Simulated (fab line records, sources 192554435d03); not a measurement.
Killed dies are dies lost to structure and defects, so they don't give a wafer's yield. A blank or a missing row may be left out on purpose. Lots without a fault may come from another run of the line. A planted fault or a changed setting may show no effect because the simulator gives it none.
fab line records | flow n5_finfet
record lots=6 wafers=18 last_day=19
route steps=1938 shown BEOL_M0_SAQP@681 BEOL_M4@1111 PASSIVATION@1936
lots that met no fault: from a run of the same line without faults
start_h: hours from the record's first day to the start of the lot's first wafer shown | wait_h: hours since the lot's step before | " the same as in the row above | L1.1+2: a row that stands for several wafers | - no value, or no start given | * or withheld: withheld | < > ~ a bound
route shown NAME@n: a module of which the file shows steps, and the number in the route of the first | usual: mean/standard deviation of fault-free wafers | same: alike in all rows | chamber/n: place in a boat | sites: the reading at each site | _std_site: their standard deviation | _edge_site: outer sites' mean less inner sites' | radius_mm: how far each site lies from the wafer's centre | mask NAME#n: copy n | behind: the tool/chamber that last shaped the wafer | hold: why the lot was held/for how many hours/how that ended | device: the transistor (n, p or np) that didn't switch | end of line: the same wafers' tests at the end of the route | a step without rows: its recipe alone | killed: dies lost to structure and defects at the first sort, not the wafer's yield | map: a wafer's dies, x killed, . not, _ none there
set.NAME: the setting as run; set.NAME@STEP: as run at that earlier step | model.NAME: the simulator's own value behind a step, which no gauge read
lots at some steps of the route; a table a step, a row a wafer
services: from which hour (start_h, from the record's first day; less than 0 if before it) a tool's chamber was out of use, for how many hours, and why
## steps
# step N5_BEOL_M0_SAQP_COAT_72
# recipe resist=SiARC temp_c=220 time_s=60 spin_rpm=1500 resist_thk_nm=15
# step N5_BEOL_M0_SAQP_COAT_87
# recipe resist=underlayer temp_c=205 time_s=60 spin_rpm=1500 resist_thk_nm=5
# step N5_BEOL_M0_SAQP_COAT_34
# recipe resist=CAR-EUV spin_rpm=1500 resist_thk_nm=30
# step N5_BEOL_M0_SAQP_EBR_36
# recipe solvent=PGMEA ebr_width_mm=1.5
# step N5_BEOL_M0_SAQP_SOFTBAKE_35
# recipe temp_c=110 time_s=60 resist=CAR-EUV
# step N5_BEOL_M0_SAQP_EXPOSE_37
# recipe mask_id=M0_CUT1 na=0.33 source_shape=annular sigma_inner=0.35 sigma_outer=0.8 polarization=unpolarized target_cd_nm=30 dose_mj=44.75
# step N5_BEOL_M0_SAQP_PEB_38
# recipe peb_temp_c=100 peb_time_s=60 resist=CAR-EUV
# step N5_BEOL_M0_SAQP_DEVELOP_39
# recipe develop_time_s=30 developer=TMAH resist=CAR-EUV rinse_liquid=surfactant_rinse dry=air_spin dev_temp_c=23
# step N5_BEOL_M0_SAQP_CD_MEAS_40
# recipe target_cd_nm=30 landing_energy_ev=500 detector=se_inlens
# usual cd_nm=29.91/0.29
# columns lot.wafer tool chamber start_h wait_h cd_nm
L615.1 cd_sem-02 0 118.20 - 29.57
L615.4 " 0 " " 29.90
L615.5 " 0 " " 30.00
L618.2 cd_sem-02 0 137.30 - 29.88
L618.3 " 0 " " 30.18
L618.5 " 0 " " 29.89
L625.1 cd_sem-02 0 177.49 - 29.67
L625.3 " 0 " " 30.21
L625.5 " 0 " " 29.85
L627.1 cd_sem-03 0 189.71 - 29.97
L627.2 " 0 " " 29.72
L627.3 " 0 " " 30.05
L633.3 cd_sem-03 0 225.07 - 29.54
L633.4 " 0 " " 29.72
L633.6 " 0 " " 29.75
L637.4 cd_sem-03 0 247.99 - 30.31
L637.5 " 0 " " 29.77
L637.6 " 0 " " 29.60
# step N5_BEOL_M0_SAQP_OVL_MEAS_41
# recipe points_per_wafer=522
# usual M0_CUT1_OVL=0.0/0.71
# columns lot.wafer tool chamber start_h wait_h M0_CUT1_OVL[nm]
L615.1 overlay-01 0 118.23 0.0 -2.5
L615.4 " 0 " " 0.2
L615.5 " 0 " " -0.9
L618.2 overlay-02 0 137.33 0.0 -0.7
L618.3 " 0 " " 0.4
L618.5 " 0 " " 0.1
L625.1 overlay-01 0 177.52 0.0 0.7
L625.3 " 0 " " 0.0
L625.5 " 0 " " 0.2
L627.1 overlay-02 0 189.74 0.0 0.1
L627.2 " 0 " " -0.3
L627.3 " 0 " " 1.0
L633.3 overlay-02 0 225.11 0.0 0.4
L633.4 " 0 " " 0.3
L633.6 " 0 " " -0.7
L637.4 overlay-01 0 248.04 0.0 -0.7
L637.5 " 0 " " -0.3
L637.6 " 0 " " -0.6
# step N5_BEOL_M0_SAQP_INSPECT_42
# recipe mode=adi inspect_instrument=brightfield
# usual raw_defect_count=299/88
# columns lot.wafer tool chamber start_h wait_h raw_defect_count
L615.1 defect_inspect-01 - 118.29 0.1 399
L615.4 " - " " 416
L615.5 " - " " 317
L618.2 defect_inspect-01 - 137.39 0.0 258
L618.3 " - " " 237
L618.5 " - " " 365
L625.1 defect_inspect-01 - 177.58 0.1 359
L625.3 " - " " 298
L625.5 " - " " 491
L627.1 defect_inspect-02 - 189.80 0.1 303
L627.2 " - " " 246
L627.3 " - " " 314
L633.3 defect_inspect-01 - 225.16 0.0 278
L633.4 " - " " 271
L633.6 " - " " 289
L637.4 defect_inspect-01 - 248.08 0.0 334
L637.5 " - " " 207
L637.6 " - " " 337
# step N5_BEOL_M0_SAQP_DESCUM_45
# recipe chemistry=O2 time_s=7 source_power_w=50 bias_power_w=20 pressure_mtorr=20 rf_frequency_hz=2.712e+07 temp_c=40 resist=CAR-EUV o2_flow_sccm=225
# usual drypump_motor_current_A=5.8/0.62 oes_product_au=0.75/0.047 rf_vpp_V=243.2/1.2 showerhead_plenum_p_Torr=2.10/0.061 throttle_valve_pct=20.42/0.23
# columns lot.wafer tool chamber start_h wait_h drypump_motor_current_A oes_product_au rf_hours_counter_h rf_vpp_V showerhead_plenum_p_Torr throttle_valve_pct
L615.1 rie_diel-02 1 118.43 0.1 5.0 0.68 248 245.1 2.15 20.72
L615.4 " 0 " " 5.5 0.70 205 242.9 1.97 20.29
L615.5 " 2 " " 6.3 0.74 - 243.2 2.11 20.96
L618.2 rie_diel-05 3 137.42 0.0 6.1 0.75 147 243.1 2.09 20.68
L618.3 " 1 " " 6.1 0.83 93 244.5 2.08 20.04
L618.5 " 2 " " 5.0 0.76 - 244.0 2.20 20.52
L625.1 rie_diel-05 2 177.61 0.0 5.0 0.74 159 242.6 2.20 20.53
L625.3 " 1 " " 6.1 0.81 102 244.4 2.08 20.03
L625.5 " 3 " " 6.2 0.74 - 245.0 2.08 20.69
L627.1 rie_diel-05 1 189.84 0.0 6.1 0.81 105 242.4 2.08 20.05
L627.2 " 2 " " 5.0 0.74 161 245.1 2.20 20.53
L627.3 " 3 " " 6.2 0.74 160 243.0 2.08 20.69
L633.3 rie_diel-06 1 225.19 0.0 5.0 0.75 151 242.6 2.09 20.49
L633.4 " 0 " " 5.0 0.76 155 242.8 2.12 20.34
L633.6 " 0 " " 5.1 0.76 - 243.1 2.12 20.34
L637.4 rie_diel-06 0 248.11 0.0 5.1 0.76 160 243.6 2.12 20.35
L637.5 " 3 " " 6.6 0.72 - 241.7 2.00 20.25
L637.6 " 2 " " 6.6 0.78 - 242.4 2.10 20.46
# step N5_BEOL_M0_SAQP_ETCH_88
# recipe chemistry=N2/H2 target=underlayer target_depth_a=65 time_s=5.2 ion_energy_ev=200 mask_material=CAR-EUV pressure_mtorr=30 source_w=840 bias_w=150 n2_flow_sccm=200 h2_flow_sccm=200 ends=cleared
# usual drypump_motor_current_A=5.8/0.62 etch_rf_on_time_s=5.13/0.1 oes_product_au=0.64/0.041 rf_fwd_power_W=819.5/2.5 rf_vpp_V=524.1/2.3 showerhead_plenum_p_Torr=2.55/0.068 throttle_valve_pct=17.89/0.24
# columns lot.wafer tool chamber start_h wait_h drypump_motor_current_A etch_rf_on_time_s oes_product_au rf_fwd_power_W rf_hours_counter_h rf_vpp_V showerhead_plenum_p_Torr throttle_valve_pct
L615.1 rie_diel-02 1 118.46 0.0 5.1 5.11 0.59 818.7 248 526.3 2.61 18.25
L615.4 " 0 " " 5.5 5.18 0.62 822.6 205 521.3 2.42 17.82
L615.5 " 2 " " 6.3 5.28 0.63 817.0 - 523.6 2.55 18.34
L618.2 rie_diel-05 3 137.45 0.0 6.2 5.12 0.64 819.8 147 524.9 2.55 18.27
L618.3 " 1 " " 6.1 5.06 0.70 817.2 93 524.2 2.56 17.67
L618.5 " 2 " " 5.0 4.92 0.66 820.7 - 527.4 2.64 17.85
L625.1 rie_diel-05 2 177.65 0.0 5.0 6.27 0.58 620.9 159 578.1 2.63 17.82
L625.3 " 1 " " 6.1 6.38 0.63 616.5 102 573.5 2.55 17.67
L625.5 " 3 " " 6.2 6.43 0.57 618.1 - 572.4 2.55 18.26
L627.1 rie_diel-05 1 189.87 0.0 6.1 6.44 0.62 617.6 105 574.6 2.55 17.68
L627.2 " 2 " " 5.0 6.40 0.57 617.9 161 576.7 2.63 17.80
L627.3 " 3 " " 6.1 6.52 0.57 620.0 160 574.2 2.55 18.27
L633.3 rie_diel-06 1 225.23 0.0 5.0 5.26 0.64 816.9 151 525.2 2.54 18.01
L633.4 " 0 " " 5.0 4.93 0.65 821.2 155 520.9 2.54 17.61
L633.6 " 0 " " 5.1 4.96 0.67 817.2 - 523.4 2.54 17.63
L637.4 rie_diel-06 0 248.15 0.0 5.1 4.97 0.65 821.5 160 523.1 2.54 17.65
L637.5 " 3 " " 6.6 5.24 0.59 819.6 - 521.7 2.42 17.64
L637.6 " 2 " " 6.6 5.07 0.67 820.3 - 524.1 2.56 17.96
# step N5_BEOL_M0_SAQP_ETCH_73
# recipe chemistry=CF4 target=SiARC target_depth_a=195 mask_material=CAR-EUV time_s=32.5 ion_energy_ev=80 pressure_mtorr=40 source_w=545 bias_w=36 Ar_flow_sccm=100 cf4_flow_sccm=100 ends=cleared
# usual drypump_motor_current_A=5.8/0.62 etch_rf_on_time_s=31.9/0.68 oes_product_au=0.65/0.042 rf_fwd_power_W=533.1/2.7 rf_vpp_V=184.2/1.1 showerhead_plenum_p_Torr=2.14/0.055 throttle_valve_pct=15.62/0.18
# columns lot.wafer tool chamber start_h wait_h drypump_motor_current_A etch_rf_on_time_s oes_product_au rf_fwd_power_W rf_hours_counter_h rf_vpp_V showerhead_plenum_p_Torr throttle_valve_pct
L615.1 rie_diel-02 1 118.48 0.0 5.0 31.7 0.59 530.0 248 184.8 2.18 15.83
L615.4 " 0 " " 5.5 31.9 0.61 531.9 205 183.3 2.04 15.70
L615.5 " 2 " " 6.4 32.5 0.63 535.0 - 183.7 2.13 15.95
L618.2 rie_diel-05 3 137.47 0.0 6.2 31.9 0.65 532.1 147 185.3 2.14 15.89
L618.3 " 1 " " 6.1 31.3 0.71 539.7 93 182.8 2.16 15.39
L618.5 " 2 " " 5.0 31.1 0.67 532.4 - 185.6 2.22 15.56
L625.1 rie_diel-05 2 177.66 0.0 5.0 31.7 0.64 534.7 159 185.0 2.22 15.58
L625.3 " 1 " " 6.1 31.5 0.71 538.5 102 185.3 2.15 15.41
L625.5 " 3 " " 6.1 32.3 0.63 531.0 - 184.4 2.14 15.91
L627.1 rie_diel-05 1 189.89 0.0 6.1 31.9 0.70 540.3 105 183.8 2.15 15.42
L627.2 " 2 " " 5.0 31.7 0.65 534.5 161 186.7 2.22 15.58
L627.3 " 3 " " 6.1 32.4 0.63 535.8 160 184.3 2.14 15.93
L633.3 rie_diel-06 1 225.24 0.0 5.0 32.8 0.64 531.0 151 183.5 2.14 15.75
L633.4 " 0 " " 5.0 30.6 0.68 531.7 155 182.8 2.14 15.43
L633.6 " 0 " " 5.1 31.1 0.66 533.1 - 185.1 2.14 15.43
L637.4 rie_diel-06 0 248.16 0.0 5.1 31.2 0.66 529.5 160 185.3 2.14 15.45
L637.5 " 3 " " 6.7 32.4 0.60 531.1 - 182.5 2.05 15.48
L637.6 " 2 " " 6.6 31.3 0.67 533.2 - 183.1 2.16 15.70
# step N5_BEOL_M4_RC_MEAS_101
# usual DIBL_N=36.1/1.9 DIBL_P=36.1/2.4 IOFF_N=0.15/0.032 IOFF_P=0.21/0.036 ION_N=673/12 ION_P=463/7.6 SS_N=71.5/0.63 SS_P=73.1/0.65 VT_N=251/3.1 VT_P=-250/3.2
# columns lot.wafer tool chamber start_h wait_h DIBL_N[mV/V] DIBL_P[mV/V] IOFF_N[nA/um] IOFF_P[nA/um] ION_N[uA/um] ION_P[uA/um] SS_N[mV/dec] SS_P[mV/dec] VT_N[mV] VT_P[mV]
L615.1 prober-02 0 222.09 0.0 38.9 39.2 0.19 0.22 668 459 73.4 73.2 252 -251
L615.4 " 0 " " 39.5 40.3 0.21 0.24 677 461 72.4 73.7 248 -252
L615.5 " 0 " " 37.4 38.8 0.17 0.22 680 468 71.9 73.6 250 -253
L618.2 prober-02 0 270.52 0.2 33.3 31.8 0.11 0.18 653 462 70.8 73.1 254 -253
L618.3 " 0 " " 35.1 33.0 0.13 0.19 676 465 71.4 72.7 251 -251
L618.5 " 0 " " 31.5 28.4 0.09 0.14 652 454 70.0 72.0 257 -256
L625.1 prober-01 0 307.71 0.0 38.0 37.7 0.18 0.21 679 461 72.2 73.8 248 -252
L625.3 " 0 " " 39.5 39.6 0.22 0.24 680 465 72.2 73.1 248 -250
L625.5 " 0 " " 37.7 37.5 0.18 0.21 675 459 72.0 73.5 249 -251
L627.1 prober-02 0 308.66 0.0 33.5 31.4 0.10 0.14 647 447 70.7 71.7 257 -256
L627.2 " 0 " " 35.2 33.5 0.12 0.18 660 459 70.6 72.5 253 -252
L627.3 " 0 " " 40.5 39.2 0.22 0.28 678 468 72.5 74.2 246 -248
L633.3 prober-01 0 312.65 0.3 35.0 33.5 0.11 0.18 655 453 71.1 72.6 257 -255
L633.4 " 0 " " 35.6 34.0 0.13 0.20 684 467 71.0 72.5 253 -250
L633.6 " 0 " " 38.0 37.1 0.17 0.24 685 466 72.1 74.2 251 -247
L637.4 prober-01 0 362.42 0.5 34.7 36.4 0.13 0.18 679 467 71.8 73.0 254 -252
L637.5 " 0 " " 34.6 35.9 0.13 0.18 667 454 71.2 72.7 253 -252
L637.6 " 0 " " 33.1 35.0 0.11 0.16 657 452 71.6 72.8 258 -253
# step N5_PASSIVATION_PROBE_49
# usual defect_limited_yield=91.4/1.2 killed_at_M0_to_M3=34/9.1 killed_at_M4_up=14/5.8 killed_at_contacts=13/6 killed_at_front_end=38/10 killed_at_other=3.2/2.7 killed_dies=102/14 killed_open=68/11 killed_short=32/7.2 sort_bin_5_function=5.1/0.83 sort_bin_6_memory=3.2/0.56 sort_bin_8_speed=0.01/0.064 sort_n_pass=1078/14 sort_yield_pct=91.4/1.2
# same gross_dies=1180 killed_at_back_side=0 sort_bin_4_leakage[%]=0
# columns lot.wafer tool chamber start_h wait_h defect_limited_yield[%] killed_at_M0_to_M3 killed_at_M4_up killed_at_contacts killed_at_front_end killed_at_other killed_dies killed_open killed_short sort_bin_5_function[%] sort_bin_6_memory[%] sort_bin_8_speed[%] sort_n_pass sort_yield_pct[%]
L615.1 prober-01 - 325.63 0.0 92.2 33 18 13 23 5 92 63 29 3.7 4.0 0 1088 92.2
L615.4 prober-01 - 325.78 0.2 90.8 41 19 10 37 1 108 66 37 5.2 3.4 0 1072 90.8
L615.5 prober-01 - 325.83 0.2 91.0 29 14 21 41 1 106 76 30 5.6 3.3 0 1074 91.0
L618.2 prober-02 - 387.48 0.1 90.8 32 9 8 58 2 109 79 30 5.3 3.5 0 1071 90.8
L618.3 prober-02 - 387.53 0.1 92.7 31 5 16 31 3 86 63 22 4.2 3.0 0 1094 92.7
L618.5 prober-02 - 387.63 0.2 90.9 43 9 12 43 0 107 63 43 4.9 3.6 0 1073 90.9
L633.3 prober-01 - 417.69 0.1 93.6 31 10 5 27 2 75 45 29 4.0 2.1 0 1105 93.6
L633.4 prober-01 - 417.74 0.2 93.3 35 11 5 26 2 79 58 19 3.6 2.9 0 1101 93.3
L633.6 prober-01 - 417.84 0.3 91.4 32 14 15 37 3 101 67 33 5.6 2.8 0 1079 91.4
L625.1 prober-01 - 419.43 0.0 89.9 38 30 13 36 2 119 93 25 6.0 4.0 0 1061 89.9
L625.3 prober-01 - 419.53 0.1 91.8 39 18 12 28 0 97 74 23 4.7 3.2 0 1083 91.8
L625.5 prober-01 - 419.63 0.2 92.0 38 14 6 35 1 94 59 34 4.3 3.2 0 1086 92.0
L627.1 prober-02 - 426.20 0.0 90.7 31 12 10 56 1 110 72 33 4.6 4.2 0.08 1069 90.6
L627.2 prober-02 - 426.25 0.1 90.2 42 15 20 39 0 116 79 35 6.2 3.2 0 1064 90.2
L627.3 prober-02 - 426.30 0.1 91.7 47 9 12 29 1 98 59 38 4.7 3.6 0 1082 91.7
L637.4 prober-01 - 464.70 0.2 91.0 41 15 17 33 0 106 74 30 4.9 3.8 0 1074 91.0
L637.5 prober-01 - 464.75 0.2 90.3 37 16 23 36 3 115 74 38 5.1 4.2 0 1065 90.3
L637.6 prober-01 - 464.80 0.3 91.0 23 17 21 44 1 106 73 29 5.6 3.0 0 1074 91.0
# killed by level:class
L615.1 MOL_CONTACT_COAG:geometric_particle:open=10 BEOL_M2:geometric_particle:open=9 BEOL_M1:geometric_particle:open=7 DUMMY_GATE:geometric_particle:open=6 BEOL_M4:geometric_particle:open=6 BEOL_M3:geometric_particle:short=5 BEOL_M5:geometric_particle:open=5 STARTING-WAFER:geometric_particle:short=5
L615.4 BEOL_M0_SAQP:geometric_particle:short=15 STI_FIN_REVEAL:geometric_particle:open=12 BEOL_M0_SAQP:geometric_particle:open=11 BEOL_M2:geometric_particle:open=9 BEOL_M4:geometric_particle:open=9 MOL_CONTACT_COAG:geometric_particle:open=7 STI_FIN_REVEAL:geometric_particle:short=5 HKMG_FIN:area_etch=5
L615.5 MOL_CONTACT_COAG:geometric_particle:open=18 FIN_SAQP:geometric_particle:open=14 STI_FIN_REVEAL:geometric_particle:open=9 BEOL_M3:geometric_particle:open=8 BEOL_M0_SAQP:geometric_particle:open=6 BEOL_M4:geometric_particle:open=6 BEOL_M2:geometric_particle:open=6 GATE_CUT:geometric_particle:short=5
L618.2 FIN_SAQP:geometric_particle:open=16 FIN_SAQP:geometric_particle:short=13 STI_FIN_REVEAL:geometric_particle:open=11 MOL_CONTACT_COAG:geometric_particle:open=7 BEOL_M0_SAQP:geometric_particle:short=6 BEOL_M0:geometric_particle:open=6 BEOL_M2:geometric_particle:open=6 GATE_CUT:geometric_particle:open=5
L618.3 MOL_CONTACT_COAG:geometric_particle:open=14 BEOL_M0_SAQP:geometric_particle:open=13 STI_FIN_REVEAL:geometric_particle:open=8 BEOL_M3:geometric_particle:open=8 FIN_SAQP:geometric_particle:short=6 FIN_SAQP:geometric_particle:open=4 BEOL_M0_SAQP:geometric_particle:short=4 BEOL_M2:geometric_particle:open=3
L618.5 BEOL_M0_SAQP:geometric_particle:open=13 BEOL_M0_SAQP:geometric_particle:short=10 FIN_SAQP:geometric_particle:short=9 MOL_CONTACT_COAG:geometric_particle:open=9 GATE_CUT:geometric_particle:short=6 BEOL_M2:geometric_particle:open=6 FIN_SAQP:geometric_particle:open=5 STI_FIN_REVEAL:geometric_particle:open=5
L633.3 FIN_SAQP:geometric_particle:open=10 BEOL_M0_SAQP:geometric_particle:short=9 BEOL_M0_SAQP:geometric_particle:open=8 FIN_SAQP:geometric_particle:short=6 STI_FIN_REVEAL:geometric_particle:open=5 BEOL_M4:geometric_particle:open=5 DUMMY_GATE:geometric_particle:open=3 MOL_CONTACT_COAG:geometric_particle:open=3
L633.4 STI_FIN_REVEAL:geometric_particle:open=11 BEOL_M2:geometric_particle:open=8 BEOL_M3:geometric_particle:open=7 BEOL_M1:geometric_particle:open=6 DUMMY_GATE:geometric_particle:open=4 BEOL_M4:geometric_particle:open=4 FIN_SAQP:geometric_particle:open=3 MOL_CONTACT_COAG:geometric_particle:open=3
L633.6 FIN_SAQP:geometric_particle:short=13 MOL_CONTACT_COAG:geometric_particle:open=12 BEOL_M0_SAQP:geometric_particle:open=8 STI_FIN_REVEAL:geometric_particle:open=7 BEOL_M0_SAQP:geometric_particle:short=6 FIN_SAQP:geometric_particle:open=5 DUMMY_GATE:geometric_particle:open=4 BEOL_M2:geometric_particle:open=4
L625.1 BEOL_M2:geometric_particle:open=16 MOL_CONTACT_COAG:geometric_particle:open=13 BEOL_M5:geometric_particle:open=13 BEOL_M4:geometric_particle:open=8 STI_FIN_REVEAL:geometric_particle:open=7 DUMMY_GATE:geometric_particle:open=7 FIN_SAQP:geometric_particle:short=6 BEOL_M3:geometric_particle:open=6
L625.3 BEOL_M3:geometric_particle:open=14 MOL_CONTACT_COAG:geometric_particle:open=10 BEOL_M2:geometric_particle:open=9 BEOL_M4:geometric_particle:open=8 STI_FIN_REVEAL:geometric_particle:open=7 DUMMY_GATE:geometric_particle:open=6 BEOL_M0_SAQP:geometric_particle:open=6 GATE_CUT:geometric_particle:short=4
L625.5 BEOL_M0_SAQP:geometric_particle:open=9 FIN_SAQP:geometric_particle:open=8 BEOL_M2:geometric_particle:short=7 FIN_SAQP:geometric_particle:short=6 BEOL_M1:geometric_particle:open=6 STARTING-WAFER:geometric_particle:short=6 BEOL_M2:geometric_particle:open=5 GATE_CUT:geometric_particle:short=5
L627.1 BEOL_M2:geometric_particle:open=15 STI_FIN_REVEAL:geometric_particle:open=15 MOL_CONTACT_COAG:geometric_particle:open=9 DUMMY_GATE:geometric_particle:open=7 BEOL_M0_SAQP:geometric_particle:short=7 FIN_SAQP:geometric_particle:short=6 FIN_SAQP:geometric_particle:open=5 BEOL_M0_SAQP:geometric_particle:open=5
L627.2 MOL_CONTACT_COAG:geometric_particle:open=17 BEOL_M0_SAQP:geometric_particle:short=11 BEOL_M2:geometric_particle:open=11 BEOL_M0_SAQP:geometric_particle:open=9 BEOL_M4:geometric_particle:open=9 FIN_SAQP:geometric_particle:short=8 FIN_SAQP:geometric_particle:open=6 DUMMY_GATE:geometric_particle:open=6
L627.3 BEOL_M2:geometric_particle:open=15 MOL_CONTACT_COAG:geometric_particle:open=10 BEOL_M0_SAQP:geometric_particle:short=8 BEOL_M0_SAQP:geometric_particle:open=8 BEOL_M1:geometric_particle:open=8 FIN_SAQP:geometric_particle:short=7 GATE_CUT:geometric_particle:short=5 DUMMY_GATE:geometric_particle:open=4
L637.4 MOL_CONTACT_COAG:geometric_particle:open=14 BEOL_M3:geometric_particle:open=10 BEOL_M2:geometric_particle:open=9 DUMMY_GATE:geometric_particle:open=7 BEOL_M4:geometric_particle:open=7 STI_FIN_REVEAL:geometric_particle:open=6 BEOL_M0_SAQP:geometric_particle:open=5 BEOL_M0_SAQP:geometric_particle:short=5
L637.5 MOL_CONTACT_COAG:geometric_particle:open=19 STI_FIN_REVEAL:geometric_particle:open=11 BEOL_M3:geometric_particle:open=10 BEOL_M0_SAQP:geometric_particle:short=9 BEOL_M4:geometric_particle:open=7 BEOL_M2:geometric_particle:open=6 DUMMY_GATE:geometric_particle:open=5 GATE_CUT:geometric_particle:short=5
L637.6 MOL_CONTACT_COAG:geometric_particle:open=17 STI_FIN_REVEAL:geometric_particle:open=12 BEOL_M4:geometric_particle:open=7 FIN_SAQP:geometric_particle:open=6 DUMMY_GATE:geometric_particle:open=6 BEOL_M3:geometric_particle:open=6 GATE_CUT:geometric_particle:short=4 MOL_CONTACT_COAG:geometric_particle:short=4
## services
# columns tool chamber start_h hours kind
rie_diel-02 1 126.30 - clean
rie_diel-02 1 126.30 - consumable_replace:focus_ring
rie_diel-02 1 126.30 23.0 scheduled_down
rie_diel-02 1 126.30 23.0 vent_cycle
rie_diel-02 0 126.38 8.9 repair
rie_diel-05 2 127.91 4.1 repair
rie_diel-06 1 191.50 1.4 repair
rie_diel-06 2 239.31 3.9 repair
rie_diel-02 3 241.79 7.1 repair
## key
first_sign step=N5_BEOL_M0_SAQP_ETCH_88 reading=rf_fwd_power_W direction=down sigmas=79 usual=* struck=*
effect step=N5_BEOL_M0_SAQP_ETCH_88 reading=rf_vpp_V direction=up sigmas=22 usual=524.1 struck=574.9
met_at N5_BEOL_M0_SAQP_ETCH_88
struck_wafers L625.1,L625.3,L625.5,L627.1,L627.2,L627.3
onset_between 137.45 177.65
fault kind=process_parameter_drift tool=rie_diel-05 chamber=- onset_h=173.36 steps=N5_BEOL_M0_SAQP_ETCH_88 channel=source_w offset=-201.6 shape=step end_h=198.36 acts_in=these_recipes_only stated=840
